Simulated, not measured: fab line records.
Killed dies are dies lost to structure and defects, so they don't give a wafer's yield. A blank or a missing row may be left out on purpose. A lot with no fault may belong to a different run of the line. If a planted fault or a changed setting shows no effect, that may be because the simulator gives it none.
fab line records	flow n5-finfet
[record] lots = 11	wafers = 33	last-day = 17
route steps=1938 shown BEOL_M5@1152 TV_LITHO@1886 PASSIVATION@1925
lots that met no fault: from a run of the same line without faults
start-h: hours from the record's opening day to when the first of the lot's shown wafers began	wait-h: time in hours since the lot's previous step	" unchanged from the row above	L1.1+2: a single row standing in for several wafers	- value missing, or start not given	* or withheld: withheld	< > ~ a bound
route shown NAME@n: NAME is a module with steps in the file, n the number in the route of the first one	usual: mean/standard deviation taken from wafers without a fault	same: alike in all rows	chamber/n: place in a boat	sites: per-site readings	_std_site: the values' standard deviation	_edge_site: mean of outer sites minus mean of inner sites	radius-mm: how far each site lies from the wafer's centre	mask NAME#n: copy n	behind: tool/chamber where the wafer was last shaped	hold: why the lot went on hold/how many hours it stayed there/how the hold came to an end	device: the transistor (n, p or np) that didn't switch	end of line: tests run on the same wafers once the route is complete	for a step that has no rows: nothing shown but its recipe	killed: dies lost to structure and defects at the first sort, not the wafer's yield	map: per-die view of a wafer (x killed, . not killed, _ where there is no die)
set.NAME: the setting that was run; set.NAME@STEP: the one run at that earlier step	model.NAME: the simulator's own value behind a step, which no gauge read
a sample of lots followed through the steps of the route, with each step as a table and each wafer as a row
services: when a tool's chamber went out of use (start-h, in hours from the record's first day, below 0 if earlier), for how many hours, and the reason
[[steps]]
[step N5_BEOL_M5_ETCH_75]
[recipe] chemistry = N2/H2	target = underlayer	target-depth-a = 65	mask-material = CAR-EUV	time-s = 5.2	ion-energy-ev = 200	pressure-mtorr = 30	source-w = 840	bias-w = 150	n2-flow-sccm = 200	h2-flow-sccm = 200	ends = cleared
[usual] drypump-motor-current-A = 5.7/0.48	etch-rf-on-time-s = 5.18/0.1	oes-product-au = 0.67/0.059	rf-vpp-V = 523.8/3	showerhead-plenum-p-Torr = 2.54/0.098	throttle-valve-pct = 17.88/0.2
lot.wafer	tool	chamber	start-h	wait-h	drypump-motor-current-A	etch-rf-on-time-s	oes-product-au	rf-hours-counter-h	rf-vpp-V	showerhead-plenum-p-Torr	throttle-valve-pct
L319.1	rie-diel-04	2	183.00	0.0	4.8	5.20	0.62	182	525.5	2.64	17.68
L319.2	"	3	"	"	6.0	5.13	0.63	162	519.8	2.43	17.85
L319.5	"	0	"	"	6.2	5.32	0.62	-	524.0	2.53	17.74
L320.2	rie-diel-04	1	192.70	0.0	5.4	5.07	0.74	53	522.7	2.47	18.21
L320.4	"	2	"	"	4.7	5.19	0.62	184	524.7	2.64	17.71
L320.5	"	3	"	"	6.0	5.11	0.64	-	520.1	2.43	17.87
L323.1	rie-diel-05	3	214.56	0.0	5.3	5.33	0.59	241	525.2	2.50	17.84
L323.3	"	2	"	"	5.4	5.19	0.71	79	526.8	2.68	17.90
L323.5	"	3	"	"	5.4	5.30	0.58	-	524.0	2.50	17.79
L324.2	rie-diel-04	3	218.11	0.0	6.0	5.05	0.62	169	519.9	2.43	17.85
L324.5	"	1	"	"	5.4	5.00	0.72	-	522.5	2.47	18.23
L324.6	"	0	"	"	6.3	5.28	0.61	-	522.0	2.53	17.76
L325.1	rie-diel-04	1	222.21	0.0	5.3	5.10	0.72	62	521.6	2.47	18.25
L325.2	"	0	"	"	6.3	5.37	0.61	187	523.0	2.53	17.74
L325.3	"	3	"	"	6.0	5.14	0.63	170	520.2	2.43	17.87
L327.2	rie-diel-04	2	241.18	0.0	4.8	5.19	0.62	199	526.7	2.63	17.73
L327.5	"	1	"	"	5.4	5.04	0.71	-	520.9	2.47	18.24
L327.6	"	0	"	"	6.2	5.29	0.62	-	522.8	2.53	17.76
L332.2	rie-diel-04	2	265.70	0.0	4.8	5.24	0.61	206	527.1	2.63	17.73
L332.3	"	0	"	"	6.3	5.37	0.60	201	523.3	2.52	17.78
L332.5	"	3	"	"	6.0	5.20	0.62	-	522.8	2.42	17.85
L334.1	rie-diel-04	1	267.45	0.0	5.4	5.06	0.70	77	521.6	2.46	18.26
L334.2	"	2	"	"	4.7	5.16	0.61	206	526.6	2.63	17.71
L334.3	"	3	"	"	6.0	5.12	0.62	183	519.2	2.42	17.89
L333.1	rie-diel-04	0	268.13	0.0	6.3	5.34	0.61	202	523.6	2.52	17.77
L333.2	"	1	"	"	5.4	5.07	0.70	77	523.0	2.46	18.25
L333.4	"	3	"	"	6.0	5.13	0.61	183	519.7	2.42	17.89
L337.1	rie-diel-05	2	292.19	0.0	5.4	5.17	0.70	106	527.9	2.67	17.94
L337.4	"	1	"	"	5.3	5.08	0.71	92	526.1	2.68	17.66
L337.6	"	1	"	"	5.3	5.07	0.71	-	528.3	2.68	17.69
L340.1	rie-diel-03	1	307.62	0.0	6.0	5.14	0.60	230	520.2	2.40	17.91
L340.3	"	0	"	"	5.4	5.23	0.63	188	522.7	2.53	18.01
L340.4	"	2	"	"	6.2	5.31	0.67	109	522.8	2.56	17.62
[step N5_PASSIVATION_DESCUM_12]
[recipe] chemistry = O2	time-s = 7.9	source-power-w = 50	bias-power-w = 20	pressure-mtorr = 20	rf-frequency-hz = 2.712e+07	temp-c = 40	o2-flow-sccm = 225
[usual] drypump-motor-current-A = 5.8/0.4	oes-product-au = 0.80/0.07	rf-vpp-V = 243.1/1.5	showerhead-plenum-p-Torr = 2.10/0.082	temp-c = 40.00/0.12	throttle-valve-pct = 20.44/0.22
lot.wafer	tool	chamber	start-h	wait-h	drypump-motor-current-A	oes-product-au	rf-hours-counter-h	rf-vpp-V	showerhead-plenum-p-Torr	temp-c	throttle-valve-pct
L319.1	rie-diel-05	2	277.02	0.0	5.5	0.82	102	242.9	2.20	40.01	20.41
L319.2	"	1	"	"	5.3	0.83	87	243.4	2.20	39.84	20.27
L319.5	"	0	"	"	6.3	0.83	-	243.0	2.03	39.97	20.70
L320.2	rie-diel-03	1	277.05	0.0	6.0	0.70	219	240.5	1.99	40.20	20.49
L320.4	"	1	"	"	6.0	0.70	-	242.0	1.99	40.06	20.48
L320.5	"	2	"	"	6.2	0.81	-	242.3	2.10	40.00	20.20
L323.1	rie-diel-03	1	304.47	0.3	6.0	0.71	228	241.9	1.98	39.76	20.51
L323.3	"	3	"	"	6.0	0.87	54	245.3	2.21	39.76	20.52
L323.5	"	2	"	"	6.2	0.81	-	243.7	2.10	40.01	20.24
L324.2	rie-diel-05	3	304.84	0.2	5.3	0.95	11	241.8	2.05	39.88	19.98
L324.5	"	1	"	"	5.3	0.82	-	244.5	2.20	40.09	20.26
L324.6	"	0	"	"	6.3	0.82	-	242.7	2.03	39.91	20.71
L325.1	rie-diel-03	2	306.68	0.2	6.2	0.80	109	245.7	2.10	40.19	20.24
L325.2	"	0	"	"	5.4	0.73	187	242.5	2.08	40.19	20.59
L325.3	"	1	"	"	6.0	0.70	229	242.2	1.98	40.11	20.50
L327.2	rie-diel-05	1	323.39	1.6	5.3	0.81	104	245.3	2.20	39.98	20.28
L327.5	"	0	"	"	6.3	0.80	-	241.2	2.03	40.13	20.74
L327.6	"	3	"	"	5.4	0.92	-	241.8	2.05	39.94	20.00
L332.2	rie-diel-03	3	348.20	0.3	6.0	0.83	76	244.4	2.20	39.92	20.56
L332.3	"	1	"	"	6.0	0.68	249	241.5	1.98	39.86	20.54
L332.5	"	2	"	"	6.2	0.78	-	242.2	2.10	39.95	20.26
L333.1	rie-diel-04	3	354.88	0.2	6.0	0.71	196	241.9	1.99	39.89	20.38
L333.2	"	1	"	"	5.4	0.81	90	241.8	2.02	39.90	20.79
L333.4	"	2	"	"	4.8	0.70	216	242.6	2.15	40.04	20.27
L334.1	rie-diel-05	3	355.60	0.4	5.3	0.89	33	242.4	2.04	40.04	20.04
L334.2	"	2	"	"	5.5	0.79	131	244.7	2.19	40.12	20.46
L334.3	"	0	"	"	6.3	0.79	113	243.4	2.02	40.14	20.74
L337.1	rie-diel-04	1	376.40	0.7	5.4	0.80	98	242.1	2.02	39.87	20.82
L337.4	"	0	"	"	6.3	0.70	-	243.4	2.07	39.72	20.45
L337.6	"	1	"	"	5.4	0.79	-	242.0	2.02	39.94	20.81
L340.1	rie-diel-05	3	394.10	0.0	5.4	0.87	47	242.1	2.04	40.09	20.05
L340.3	"	1	"	"	5.3	0.78	130	244.8	2.19	40.05	20.33
L340.4	"	0	"	"	6.3	0.77	127	241.7	2.02	40.17	20.76
[step N5_PASSIVATION_CD_MEAS_44]
[recipe] target-cd-nm = 40000	landing-energy-ev = 500	detector = se-inlens
[usual] cd-nm = 40001/3
lot.wafer	tool	chamber	start-h	wait-h	cd-nm
L319.1	cd-sem-01	0	280.30	-	40001
L319.2	"	0	"	"	40001
L319.5	"	0	"	"	40003
L320.2	cd-sem-01	0	280.60	-	40004
L320.4	"	0	"	"	40000
L320.5	"	0	"	"	40004
L323.1	cd-sem-02	0	307.93	-	40005
L323.3	"	0	"	"	40001
L323.5	"	0	"	"	40001
L324.2	cd-sem-02	0	308.58	-	40002
L324.5	"	0	"	"	40002
L324.6	"	0	"	"	39998
L325.1	cd-sem-02	0	310.78	-	40000
L325.2	"	0	"	"	40001
L325.3	"	0	"	"	40003
L327.2	cd-sem-02	0	328.03	-	39998
L327.5	"	0	"	"	40002
L327.6	"	0	"	"	39997
L332.2	cd-sem-01	0	351.28	-	39998
L332.3	"	0	"	"	39995
L332.5	"	0	"	"	39995
L333.1	cd-sem-03	0	358.43	-	39999
L333.2	"	0	"	"	40004
L333.4	"	0	"	"	40000
L334.1	cd-sem-03	0	358.94	-	40005
L334.2	"	0	"	"	40004
L334.3	"	0	"	"	40003
L337.1	cd-sem-03	0	380.40	-	39995
L337.4	"	0	"	"	39999
L337.6	"	0	"	"	39998
L340.1	cd-sem-03	0	397.65	-	40001
L340.3	"	0	"	"	40002
L340.4	"	0	"	"	40004
[step N5_PASSIVATION_PROBE_49]
[usual] defect-limited-yield = 91.2/1.4	killed_at_M0_to_M3 = 34/9.4	killed_at_M4_up = 13/5.8	killed-at-contacts = 13/6.4	killed-at-front-end = 41/11	killed-at-other = 3.1/2.3	killed-dies = 103/16	killed-on-rim = 13/3.4	killed-open = 69/12	killed-short = 33/7.8	sort_bin_5_function = 5.1/0.91	sort_bin_6_memory = 3.3/0.63	sort-n-pass = 1077/16	sort-yield-pct = 91.2/1.4
[same] gross-dies = 1180	killed-at-back-side = 0	sort_bin_4_leakage[%] = 0	sort_bin_8_speed[%] = 0
lot.wafer	tool	chamber	start-h	wait-h	defect-limited-yield[%]	killed_at_M0_to_M3	killed_at_M4_up	killed-at-contacts	killed-at-front-end	killed-at-other	killed-dies	killed-on-rim	killed-open	killed-short	sort_bin_5_function[%]	sort_bin_6_memory[%]	sort-n-pass	sort-yield-pct[%]
L332.2	prober-01	-	355.35	0.1	89.9	33	16	12	55	3	119	23	81	37	6.1	3.6	1061	89.9
L332.3	prober-01	-	355.40	0.1	92.1	29	7	12	39	6	93	12	69	22	4.2	3.6	1087	92.1
L332.5	prober-01	-	355.50	0.2	80.0	22	147	13	50	4	236	22	69	25	12.2	4.1	944	80.0
L333.1	prober-02	-	361.60	0.0	91.9	43	6	6	31	10	96	12	66	29	5.0	3.0	1084	91.9
L333.2	prober-02	-	361.65	0.1	90.8	39	17	6	43	4	109	15	80	28	5.1	3.9	1071	90.8
L333.4	prober-02	-	361.75	0.2	79.4	39	148	7	43	6	243	28	78	23	12.0	4.8	937	79.4
L334.1	prober-01	-	362.07	0.0	92.5	25	5	20	33	5	88	10	55	33	4.6	2.6	1092	92.5
L334.2	prober-01	-	362.12	0.1	92.0	28	6	24	29	7	94	11	58	36	4.5	3.1	1086	92.0
L334.3	prober-01	-	362.17	0.1	80.0	30	146	21	33	6	236	30	57	40	11.6	4.1	944	80.0
// killed by level:class
L332.2 STI_FIN_REVEAL:geometric-particle:open=20 MOL_CONTACT_COAG:geometric-particle:open=11 BEOL_M0_SAQP:geometric-particle:open=10 BEOL_M0_SAQP:geometric-particle:short=8 ILD0:geometric-particle:open=6 ILD0:geometric-particle:short=5 GATE_CUT:geometric-particle:short=5 BEOL_M2:geometric-particle:open=5
L332.3 MOL_CONTACT_COAG:geometric-particle:open=12 BEOL_M3:geometric-particle:open=11 STI_FIN_REVEAL:geometric-particle:open=10 FIN_SAQP:geometric-particle:open=5 BEOL_M1:geometric-particle:open=5 BEOL_M3:geometric-particle:short=4 BEOL_M0_SAQP:geometric-particle:open=4 STARTING-WAFER:geometric-particle:open=4
L332.5 BEOL_M5:unspecified=139 STI_FIN_REVEAL:geometric-particle:open=21 MOL_CONTACT_COAG:geometric-particle:open=9 BEOL_M0_SAQP:geometric-particle:open=7 DUMMY_GATE:geometric-particle:open=6 ILD0:geometric-particle:open=6 STI_FIN_REVEAL:geometric-particle:short=5 MOL_CONTACT_COAG:geometric-particle:short=4
L333.1 BEOL_M2:geometric-particle:open=14 STI_FIN_REVEAL:geometric-particle:open=11 BEOL_M1:geometric-particle:open=10 GATE_CUT:geometric-particle:short=5 MOL_CONTACT_COAG:geometric-particle:open=5 BEOL_M0_SAQP:geometric-particle:short=5 BEOL_M3:geometric-particle:open=4 FIN_SAQP:geometric-particle:open=3
L333.2 BEOL_M2:geometric-particle:open=13 STI_FIN_REVEAL:geometric-particle:open=12 BEOL_M1:geometric-particle:open=10 BEOL_M4:geometric-particle:open=8 FIN_SAQP:geometric-particle:short=6 MOL_CONTACT_COAG:geometric-particle:open=6 GATE_CUT:geometric-particle:short=5 BEOL_M0_SAQP:geometric-particle:open=5
L333.4 BEOL_M5:unspecified=141 STI_FIN_REVEAL:geometric-particle:open=19 BEOL_M0_SAQP:geometric-particle:open=9 BEOL_M2:geometric-particle:open=9 BEOL_M1:geometric-particle:open=8 MOL_CONTACT_COAG:geometric-particle:open=7 MIM_TOP_ETCH:geometric-particle:open=5 DUMMY_GATE:geometric-particle:open=4
L334.1 MOL_CONTACT_COAG:geometric-particle:open=15 DUMMY_GATE:geometric-particle:open=7 BEOL_M0_SAQP:geometric-particle:short=7 BEOL_M3:geometric-particle:open=6 BEOL_M0_SAQP:geometric-particle:open=6 FIN_SAQP:geometric-particle:short=5 MOL_CONTACT_COAG:geometric-particle:short=5 FIN_SAQP:geometric-particle:open=3
L334.2 MOL_CONTACT_COAG:geometric-particle:open=19 BEOL_M0_SAQP:geometric-particle:short=9 STI_FIN_REVEAL:geometric-particle:open=6 BEOL_M0_SAQP:geometric-particle:open=6 DUMMY_GATE:geometric-particle:open=5 MOL_CONTACT_COAG:geometric-particle:short=5 BEOL_M5:geometric-particle:short=5 FIN_SAQP:geometric-particle:open=4
L334.3 BEOL_M5:unspecified=139 MOL_CONTACT_COAG:geometric-particle:open=14 BEOL_M0_SAQP:geometric-particle:short=12 BEOL_M0_SAQP:geometric-particle:open=8 FIN_SAQP:geometric-particle:open=7 MOL_CONTACT_COAG:geometric-particle:short=7 BEOL_M3:geometric-particle:open=7 GATE_CUT:geometric-particle:short=6
[[services]]
tool	chamber	start-h	hours	kind
rie-diel-03	2	166.17	6.7	repair
rie-diel-04	3	193.36	5.3	repair
rie-diel-04	3	210.71	1.6	repair
rie-diel-05	3	242.10	-	clean
rie-diel-05	3	242.10	-	consumable-replace:focus-ring
rie-diel-05	3	242.10	27.1	scheduled-down
rie-diel-05	3	242.10	27.1	vent-cycle
rie-diel-05	1	245.40	1.7	repair
rie-diel-04	2	270.32	2.7	repair
rie-diel-04	2	293.38	3.7	repair
rie-diel-03	1	352.01	-	clean
rie-diel-03	1	352.01	-	consumable-replace:focus-ring
rie-diel-03	1	352.01	-	consumable-replace:showerhead
rie-diel-03	1	352.01	10.5	scheduled-down
rie-diel-03	1	352.01	10.5	vent-cycle
rie-diel-03	-	370.21	10.0	pm
rie-diel-04	2	373.47	3.8	repair
[[key]]
[first-sign] step = N5_PASSIVATION_PROBE_49	reading = killed_at_M4_up	direction = up	sigmas = 23	usual = 13	struck = 147
[effect] step = N5_PASSIVATION_PROBE_49	reading = defect-limited-yield	direction = down	sigmas = 8.3	usual = 91.2	struck = 79.8
[more-kills-born-at] N5_BEOL_M5_ETCH_75@rie-diel-04 = 419
met-at N5_BEOL_M5_ETCH_75
struck-lots L332,L333,L334
struck-wafers L332.5,L333.4,L334.3
not-acting-at N5_PASSIVATION_DESCUM_12,N5_PASSIVATION_CD_MEAS_44
onset-between 222.21 265.70
[fault] kind = chamber-particle-source	tool = rie-diel-04	chamber = 3	onset-h = 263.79	steps = N5_BEOL_M5_ETCH_75	rate-per-visit-cm2 = 1.9204	end-h = 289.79
